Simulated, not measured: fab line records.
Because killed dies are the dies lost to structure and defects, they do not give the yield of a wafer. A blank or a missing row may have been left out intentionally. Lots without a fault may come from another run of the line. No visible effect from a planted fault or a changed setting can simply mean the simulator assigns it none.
fab line records | flow nand-harc
record lots=13 wafers=39 last-day=24
route steps=1159 shown P_BONDPAD@370 A_ZERO_WELL@403 A_SOURCE_PLATE@420 A_ONON_D1@432 END@1159
lots untouched by any fault: they come from a run of this same line in which no faults occurred
start-h: hours from the record's opening day to when the first of the lot's shown wafers began | wait-h: how many hours have passed since the lot's step before this one | " repeats the value in the row above | L1.1+2: several wafers, shown together as one row | - no value, or no start was given | * or withheld: withheld | < > ~ a bound
route shown NAME@n: NAME is a module with steps in the file, n the number in the route of the first one | usual: average and standard deviation across the fault-free wafers | same: alike in all rows | chamber/n: place in a boat | sites: per-site readings | _std_site: the values' standard deviation | _edge_site: outer sites' mean less inner sites' | radius-mm: for every site, how far away it sits from the centre of the wafer | mask NAME#n: copy n | behind: the tool/chamber that last shaped the wafer | hold: the reason the lot was held/the length of the hold in hours/how it ended | device: whichever transistor did not switch (one of n, p or np) | end of line: at the end of the route, the tests of the same wafers | a step given without rows: its recipe and nothing more | killed: not the wafer's yield, but the dies lost to structure and defects at the first sort | map: the dies of a wafer, with x for killed, . for not killed, _ for no die there
set.NAME: the setting the step ran with; set.NAME@STEP: the setting that earlier step ran with | model.NAME: the simulator's own value behind a step, which no gauge read
steps of the route over a sample of lots; a table a step, a row a wafer
services: when a tool's chamber went out of use (start-h, in hours from the record's first day, below 0 if earlier), for how many hours, and the reason
## steps
# step NHARC_P_BONDPAD_CD_MEAS_13
# usual cd-nm=499.1/1.9
# columns lot.wafer tool chamber start-h wait-h cd-nm
L910.1 cd-sem-01 - 124.70 - 497.1
L910.4 " - " " 499.4
L910.6 " - " " 496.1
L912.3 cd-sem-02 - 147.47 - 495.6
L912.5 " - " " 498.4
L912.6 " - " " 499.0
L915.1 cd-sem-03 - 162.19 0.2 496.9
L915.5 " - " " 498.7
L915.6 " - " " 494.5
L914.4 cd-sem-02 - 162.97 0.1 498.8
L914.5 " - " " 500.5
L914.6 " - " " 499.7
L916.2 cd-sem-02 - 168.67 - 495.1
L916.3 " - " " 494.3
L916.4 " - " " 498.2
L917.1 cd-sem-02 - 176.65 - 502.0
L917.5 " - " " 503.0
L917.6 " - " " 499.0
L924.1 cd-sem-01 - 215.31 - 501.0
L924.2 " - " " 500.6
L924.4 " - " " 502.7
L925.2 cd-sem-03 - 222.07 - 498.9
L925.4 " - " " 496.2
L925.5 " - " " 499.4
L929.1 cd-sem-02 - 243.39 - 498.3
L929.4 " - " " 499.1
L929.6 " - " " 500.6
L930.1 cd-sem-03 - 252.89 - 498.5
L930.2 " - " " 503.0
L930.5 " - " " 500.9
L932.1 cd-sem-02 - 253.66 - 499.5
L932.4 " - " " 499.6
L932.6 " - " " 500.8
L931.3 cd-sem-03 - 254.41 - 500.9
L931.5 " - " " 500.1
L931.6 " - " " 500.1
L933.3 cd-sem-03 - 265.64 - 503.0
L933.4 " - " " 499.7
L933.5 " - " " 499.2
# step NHARC_A_ZERO_WELL_DESCUM_12
# recipe time-s=3 o2-flow-sccm=200 ar-flow-sccm=0 bias-power-w=0 chemistry=O2
# usual drypump-motor-current-A=5.6/0.51 oes-product-au=1.001/0.0096 rf-vpp-V=57.8/0.94 showerhead-plenum-p-Torr=1.92/0.098 throttle-valve-pct=11.311/0.0094
# columns lot.wafer tool chamber start-h wait-h drypump-motor-current-A oes-product-au rf-hours-counter-h rf-vpp-V showerhead-plenum-p-Torr throttle-valve-pct
L910.1 rie-diel-03 3 128.44 - 5.6 1.017 4.6 57.7 1.87 11.307
L910.4 " 0 " " 6.1 1.005 4.4 58.2 1.99 11.304
L910.6 " 3 " " 5.6 1.022 - 59.0 1.87 11.316
L912.3 rie-diel-03 1 151.28 - 4.8 1.018 5.5 56.1 1.78 11.313
L912.5 " 1 " " 4.8 1.004 - 57.5 1.78 11.296
L912.6 " 2 " " 5.9 0.997 - 57.5 1.95 11.310
L915.1 rie-diel-12 3 166.07 - 6.5 1.006 7.3 56.0 2.01 11.305
L915.5 " 1 " " 5.0 0.986 - 58.2 1.93 11.320
L915.6 " 2 " " 5.4 1.000 - 58.1 2.06 11.286
L914.4 rie-diel-03 1 166.82 - 4.8 1.002 7.8 58.5 1.78 11.310
L914.6 " 3 " " 5.6 0.996 - 58.1 1.87 11.309
L914.5 " 0 " " 6.1 1.013 - 57.9 1.99 11.329
L916.3 rie-diel-02 2 172.45 - 5.5 1.001 1.5 58.0 1.79 11.295
L916.4 " 3 " " 5.1 0.997 1.8 55.6 1.79 11.319
L916.2 " 0 " " 5.1 1.004 1.5 57.7 2.06 11.297
L917.1 rie-diel-03 1 180.30 - 4.9 1.003 9.6 57.5 1.78 11.313
L917.5 " 1 " " 4.9 1.007 - 55.8 1.78 11.299
L917.6 " 2 " " 5.9 0.997 - 58.1 1.95 11.319
L924.4 rie-diel-12 2 219.06 - 5.4 0.995 0.8 59.1 2.06 11.290
L924.1 " 3 " " 6.5 1.021 0.9 57.5 2.01 11.317
L924.2 " 0 " " 5.8 0.983 0.9 56.4 2.00 11.320
L925.4 rie-diel-02 1 225.78 - 6.0 1.005 6.7 57.9 1.80 11.291
L925.2 " 0 " " 5.1 1.022 7.3 59.2 2.06 11.329
L925.5 " 1 " " 6.0 1.009 - 58.5 1.80 11.301
L929.1 rie-diel-03 3 246.97 - 5.6 0.988 1.5 57.1 1.87 11.309
L929.4 " 1 " " 4.8 0.993 1.4 58.5 1.78 11.308
L929.6 " 3 " " 5.6 0.987 - 56.7 1.87 11.315
L930.2 rie-diel-03 3 256.49 - 5.6 0.997 1.9 57.9 1.87 11.310
L930.1 " 2 " " 5.9 0.994 1.8 57.4 1.95 11.314
L930.5 " 0 " " 6.1 1.011 - 57.8 1.99 11.317
L932.4 rie-diel-12 3 257.34 - 6.5 1.011 4.7 59.1 2.01 11.303
L932.1 " 2 " " 5.4 1.004 4.6 58.8 2.05 11.325
L932.6 " 0 " " 5.8 0.992 - 57.6 1.99 11.309
L931.3 rie-diel-03 2 258.45 - 5.9 1.006 1.9 58.7 1.95 11.321
L931.6 " 1 " " 4.9 0.999 - 57.0 1.78 11.321
L931.5 " 2 " " 5.9 0.997 - 57.3 1.95 11.293
L933.4 rie-diel-03 0 269.40 - 6.1 0.999 2.5 58.3 1.99 11.310
L933.3 " 2 " " 5.9 1.001 2.4 55.9 1.95 11.312
L933.5 " 0 " " 6.1 1.000 - 57.8 1.99 11.311
# step NHARC_A_SOURCE_PLATE_THK_MEAS_06
# recipe thk-meas-gauge=ellipsometry
# usual thk-nm=199.7/2.2
# columns lot.wafer tool chamber start-h wait-h thk-nm
L910.1 film-metro-02 - 149.45 0.4 202.1
L910.4 " - " " 204.3
L910.6 " - " " 204.4
L912.3 film-metro-01 - 174.33 0.4 200.3
L912.5 " - " " 198.6
L912.6 " - " " 201.6
L915.1 film-metro-02 - 190.58 0.4 196.8
L915.5 " - " " 198.4
L915.6 " - " " 196.4
L914.4 film-metro-01 - 190.58 0.4 198.9
L914.5 " - " " 198.8
L914.6 " - " " 201.2
L916.2 film-metro-01 - 195.96 0.4 194.1
L916.3 " - " " 198.3
L916.4 " - " " 199.6
L917.1 film-metro-01 - 203.43 0.4 201.4
L917.5 " - " " 200.0
L917.6 " - " " 203.1
L924.1 film-metro-02 - 240.96 0.4 199.9
L924.2 " - " " 199.4
L924.4 " - " " 201.0
L925.2 film-metro-02 - 250.59 0.4 199.8
L925.4 " - " " 202.0
L925.5 " - " " 200.3
L929.1 film-metro-01 - 267.11 0.4 196.5
L929.4 " - " " 199.6
L929.6 " - " " 198.0
L932.1 film-metro-01 - 280.09 0.4 198.3
L932.4 " - " " 197.9
L932.6 " - " " 198.5
L931.3 film-metro-02 - 280.09 0.4 204.9
L931.5 " - " " 199.4
L931.6 " - " " 202.3
L930.1 film-metro-02 - 280.10 0.4 199.3
L930.2 " - " " 200.3
L930.5 " - " " 200.6
L933.3 film-metro-01 - 294.35 0.4 198.1
L933.4 " - " " 197.4
L933.5 " - " " 200.1
# step NHARC_A_ONON_D1_DEP_12
# recipe target-thk-a=10000 n2-flow-sccm=2750 n2o-flow-sccm=2000 nh3-flow-sccm=500 sih4-flow-sccm=210 temp-c=400
# usual n2-flow-sccm=2751/8.5 n2o-flow-sccm=2001/5.9 susceptor-temp-C=400.01/0.24
# columns lot.wafer tool chamber start-h wait-h n2-flow-sccm n2o-flow-sccm susceptor-temp-C
L910.1 pecvd-onon-03 0 152.18 0.1 2755 2006 399.72
L910.4 " 0 " " 2768 1999 399.80
L910.6 " 0 " " 2761 2005 399.71
L912.3 pecvd-onon-03 0 176.90 0.2 2754 2001 399.93
L912.5 " 0 " " 2741 2005 399.92
L912.6 " 0 " " 2743 1999 399.92
L915.1 pecvd-onon-01 0 192.98 0.1 2747 2000 399.56
L915.5 " 0 " " 2756 2001 399.89
L915.6 " 0 " " 2755 2001 399.77
L914.4 pecvd-onon-03 0 193.16 0.2 2755 2014 399.91
L914.5 " 0 " " 2755 2006 400.21
L914.6 " 0 " " 2757 2006 400.17
L916.2 pecvd-onon-04 0 198.40 0.1 2751 2010 399.74
L916.3 " 0 " " 2737 2007 399.76
L916.4 " 0 " " 2730 2004 400.18
L917.1 pecvd-onon-04 0 205.97 0.2 2765 1998 400.44
L917.5 " 0 " " 2766 2006 400.52
L917.6 " 0 " " 2755 2006 400.40
L924.1 pecvd-onon-03 - 243.36 0.1 - - -
L924.2 " - " " - - -
L924.4 " - " " - - -
L925.2 pecvd-onon-03 - 253.09 0.1 - - -
L925.4 " - " " - - -
L925.5 " - " " - - -
L929.1 pecvd-onon-04 0 269.50 0.1 2739 2014 399.98
L929.4 " 0 " " 2746 1999 399.62
L929.6 " 0 " " 2741 2000 399.93
L932.1 pecvd-onon-01 0 282.51 0.1 2744 1996 399.98
L932.4 " 0 " " 2745 1995 399.73
L932.6 " 0 " " 2746 2005 399.92
L930.1 pecvd-onon-03 0 282.52 0.1 2749 1999 399.75
L930.2 " 0 " " 2753 2004 399.83
L930.5 " 0 " " 2752 2004 400.12
L931.3 pecvd-onon-04 0 282.61 0.2 2752 1994 399.84
L931.5 " 0 " " 2753 1990 399.87
L931.6 " 0 " " 2749 1998 399.65
L933.3 pecvd-onon-03 0 296.89 0.2 2747 1987 400.14
L933.4 " 0 " " 2755 1994 399.91
L933.5 " 0 " " 2762 1989 400.05
# step NHARC_END_SORT_01
# recipe temp-c=25
# usual killed-at-array=29/13 killed-at-other=0.7/1 killed-at-periphery=3.2/2.3 killed-dies=33/13 killed-open=3.3/1.7 killed-short=2.0/1.5
# same gross-dies=677
# columns lot.wafer tool chamber start-h wait-h killed-at-array killed-at-other killed-at-periphery killed-dies killed-open killed-short
L924.1 prober-01 0 529.70 2.5 670 3 4 677 5 5
L924.2 prober-01 0 530.52 2.8 670 3 4 677 6 2
L924.4 prober-01 0 532.16 3.5 671 4 2 677 3 1
L925.2 prober-02 0 530.52 2.8 676 0 1 677 3 1
L925.4 prober-02 0 532.12 3.4 672 0 5 677 4 3
L925.5 prober-02 0 532.92 3.7 675 0 2 677 3 1
# killed by level:class
L924.1 A_ONON_D1:area-dep=651 A_CHANNEL_HOLE_D1:chamber-film-flake=7 A_STAIRCASE:chamber-film-flake=4 THIN_TSV:chamber-film-flake=3 P_M2:geometric-particle:open=2 A_CONTACT:chamber-film-flake=2 P_M0:geometric-particle:short=1 P_M1:geometric-particle:short=1
L924.2 A_ONON_D1:area-dep=654 A_CHANNEL_HOLE_D1:chamber-film-flake=6 THIN_TSV:chamber-film-flake=3 P_CONTACT:geometric-particle:open=2 P_STI:chamber-film-flake=2 A_CONTACT:chamber-film-flake=2 A_CHANNEL_FILL_D1:geometric-particle:short=1 A_CHANNEL_FILL_D1:geometric-particle:open=1
L925.2 A_ONON_D1:area-dep=632 A_SLIT:chamber-film-flake=17 A_CHANNEL_HOLE_D1:chamber-film-flake=16 A_SGD_CUT:chamber-film-flake=4 A_CONTACT:chamber-film-flake=3 P_GATE:geometric-particle:open=1 A_CHANNEL_FILL_D1:geometric-particle:open=1 A_WL_FILL:geometric-particle:short=1
L925.4 A_ONON_D1:area-dep=630 A_CHANNEL_HOLE_D1:chamber-film-flake=19 A_SLIT:chamber-film-flake=13 A_SGD_CUT:chamber-film-flake=3 A_CONTACT:chamber-film-flake=3 P_GATE:geometric-particle:open=1 P_CONTACT:geometric-particle:open=1 P_M1:geometric-particle:open=1
L924.4 A_ONON_D1:area-dep=655 A_CONTACT:chamber-film-flake=5 THIN_TSV:chamber-film-flake=4 P_STI:chamber-film-flake=2 A_CHANNEL_HOLE_D1:chamber-film-flake=2 A_STAIRCASE:chamber-film-flake=2 A_SLIT:chamber-film-flake=2 A_SOURCE_PLATE:geometric-particle:short=1
L925.5 A_ONON_D1:area-dep=629 A_CHANNEL_HOLE_D1:chamber-film-flake=26 A_SLIT:chamber-film-flake=10 A_CONTACT:chamber-film-flake=5 A_ONON_D1:geometric-particle:open=2 A_CONTACT:geometric-particle:open=1 A_BLC:geometric-particle:short=1 P_STI:chamber-film-flake=1
## services
# columns tool chamber start-h hours kind
rie-diel-02 0 108.44 6.3 repair
rie-diel-03 0 121.12 - clean
rie-diel-03 1 121.12 - clean
rie-diel-03 2 121.12 - clean
rie-diel-03 3 121.12 - clean
rie-diel-12 1 140.48 8.1 repair
rie-diel-03 0 145.62 - clean
rie-diel-03 1 145.62 - clean
rie-diel-03 2 145.62 - clean
rie-diel-03 3 145.62 - clean
rie-diel-02 - 150.70 9.0 pm
pecvd-onon-03 - 153.00 13.0 pm
rie-diel-03 0 170.12 - clean
rie-diel-03 1 170.12 - clean
rie-diel-03 2 170.12 - clean
rie-diel-03 3 170.12 - clean
rie-diel-03 3 172.80 18.3 repair
pecvd-onon-03 - 180.71 3.5 repair
rie-diel-02 3 183.17 3.3 repair
pecvd-onon-01 - 195.31 13.0 pm
rie-diel-12 - 202.47 9.0 pm
rie-diel-03 - 215.30 9.0 pm
pecvd-onon-04 - 237.00 13.0 pm
rie-diel-02 1 246.19 5.3 repair
## key
first-sign step=NHARC_A_ONON_D1_DEP_12 reading=tool-record direction=missing
effect step=NHARC_END_SORT_01 reading=killed-at-array direction=up sigmas=50 usual=29 struck=672
more-kills-born-at NHARC_A_ONON_D1_DEP_12@pecvd-onon-03=3851
met-at NHARC_A_ONON_D1_DEP_12
struck-lots L924,L925
later-rows-left-out L924.1,L924.2,L924.4,L925.2,L925.4,L925.5
tester-left-out L924,L925
not-acting-at NHARC_P_BONDPAD_CD_MEAS_13,NHARC_A_ZERO_WELL_DESCUM_12,NHARC_A_SOURCE_PLATE_THK_MEAS_06
onset-between 193.16 243.36
fault kind=skipped-step-whole tool=pecvd-onon-03 chamber=- onset-h=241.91 steps=NHARC_A_ONON_D1_DEP_12 scope=struck-lots-only
# tester-left-out: of these lots the tester's yield and bins aren't shown, on N5 and GAA mostly nor the transistor test; their killed dies are dies lost to structure and defects alone, not to doping, threshold or leakage, so they don't give the yield
# later-rows-left-out: the simulator's readings of these wafers behind a module that went badly wrong aren't trusted and aren't shown, but for the sort
